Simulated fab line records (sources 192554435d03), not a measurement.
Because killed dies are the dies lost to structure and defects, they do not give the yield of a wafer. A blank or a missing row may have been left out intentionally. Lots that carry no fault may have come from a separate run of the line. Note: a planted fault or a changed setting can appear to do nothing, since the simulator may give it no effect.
Matching of chambers | flow n5Finfet | 4 sister chambers for N5_GATE_CUT_ETCH_19 on rieDiel-05
The step etches SiNx in CH3F/O2, target depth 53.7 nm, time 76.7 s. 8 wafers are shown with their chamber, then 8 later ones without.

== WAFERS WITH THEIR CHAMBER ==
wafer  | chamber | drypumpMotorCurrentA (A) | showerheadPlenumPTorr (Torr)
L084.1 | 3       | 5.0                      | 1.96
L084.2 | 2       | 5.7                      | 2.06
L085.5 | 3       | 5.0                      | 1.96
L085.6 | 0       | 5.5                      | 2.04
L090.3 | 1       | 5.8                      | 1.89
L090.5 | 1       | 5.8                      | 1.89
L090.6 | 0       | 5.5                      | 2.03
L092.1 | 2       | 5.6                      | 2.05

== WAFERS WITH NO CHAMBER GIVEN ==
wafer  | drypumpMotorCurrentA (A) | showerheadPlenumPTorr (Torr)
L092.3 | 5.5                      | 2.03
L092.6 | 5.8                      | 1.89
L096.1 | 5.0                      | 1.96
L096.2 | 5.5                      | 2.03
L096.6 | 5.5                      | 2.03
L097.1 | 5.0                      | 1.96
L097.3 | 5.5                      | 2.03
L097.5 | 5.7                      | 2.05

== CHAMBER TAKEN BY EACH ==
wafer  | from the rows above | in truth
L092.3 | 0                   | 0
L092.6 | 1                   | 1
L096.1 | 3                   | 3
L096.2 | 0                   | 0
L096.6 | 0                   | 0
L097.1 | 3                   | 3
L097.3 | 0                   | 0
L097.5 | 2                   | 2
Placed correctly: 8 of 8. Not placeable from these rows: 0. Wrongly placed: 0.
How it was worked out, from the rows above alone: a wafer's distance from a chamber is the root of the sum, over the readings, of the square of ((its reading less the chamber's mean) divided by the reading's scatter). If the next closest chamber is less than 2 further off than the closest, the wafer can't be placed; otherwise it belongs to the closest. For every chamber, the mean is computed from those of its wafers that are shown. How the scatter is found: for the shown wafers, subtract from each reading the mean of its chamber, square and add these, divide the total by (wafers less chambers), then take the root.
